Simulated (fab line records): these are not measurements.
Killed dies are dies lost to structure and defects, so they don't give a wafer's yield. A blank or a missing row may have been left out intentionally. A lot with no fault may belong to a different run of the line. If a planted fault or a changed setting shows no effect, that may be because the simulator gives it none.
Which tool is to blame? :: flow n5Finfet :: Sampling: 6 lots, 18 wafers, 2 of 1938 route steps

WHAT THE GAUGES READ, wafer by wafer
N5_BEOL_M8_THK_MEAS_53: measures by xrf.
lot: L263
measured: day 9 15:49
on: filmMetro-01
M8_THK (nm): 79.2 78.2 80.4

lot: L266
measured: day 10 07:19
on: filmMetro-02
M8_THK (nm): 77.3 78.9 77.0

lot: L268
measured: day 10 19:32
on: filmMetro-02
M8_THK (nm): 79.4 82.9 77.0

lot: L271
measured: day 11 15:41
on: filmMetro-02
M8_THK (nm): 77.8 82.0 78.7

lot: L282
measured: day 15 06:37
on: filmMetro-01
M8_THK (nm): 85.8 84.2 80.8

lot: L284
measured: day 15 13:34
on: filmMetro-01
M8_THK (nm): 79.7 83.4 83.2

WHAT TOOL EACH LOT RAN ON (gives the tool, then ch and the chambers of the sampled wafers, and finally the start)
lot: L263
N5_BEOL_M8_PRE_CLEAN_45: pvdSputter-01, day 9 14:14

lot: L266
N5_BEOL_M8_PRE_CLEAN_45: pvdSputter-03, day 10 05:10

lot: L268
N5_BEOL_M8_PRE_CLEAN_45: pvdSputter-03, day 10 16:28

lot: L271
N5_BEOL_M8_PRE_CLEAN_45: pvdSputter-02, day 11 13:49

lot: L282
N5_BEOL_M8_PRE_CLEAN_45: pvdSputter-02, day 15 04:49

lot: L284
N5_BEOL_M8_PRE_CLEAN_45: pvdSputter-02, day 15 11:48
- N5_BEOL_M8_PRE_CLEAN_45: time 30 s.

THE ANSWER, worked out from the rows above alone
Rule: what is usual is taken from the lots themselves. The widest of any qualifying gaps counts: lots, ordered by their means at a reading, are off when they make up no more than a third of the lots, leave a main group of 4 or more, and stand apart from it by 3 or more times the standard deviation of that group's means. Not used: any main group whose means are identical at the precision the tables above print for the reading. Also off: a lot with no number at a reading for which 4 or more lots have one. All remaining lots with rows at the step are treated as sound.
No lot is off at any reading shown: from this, nothing can be told.

WHAT WAS PUT IN BY THE SIMULATOR
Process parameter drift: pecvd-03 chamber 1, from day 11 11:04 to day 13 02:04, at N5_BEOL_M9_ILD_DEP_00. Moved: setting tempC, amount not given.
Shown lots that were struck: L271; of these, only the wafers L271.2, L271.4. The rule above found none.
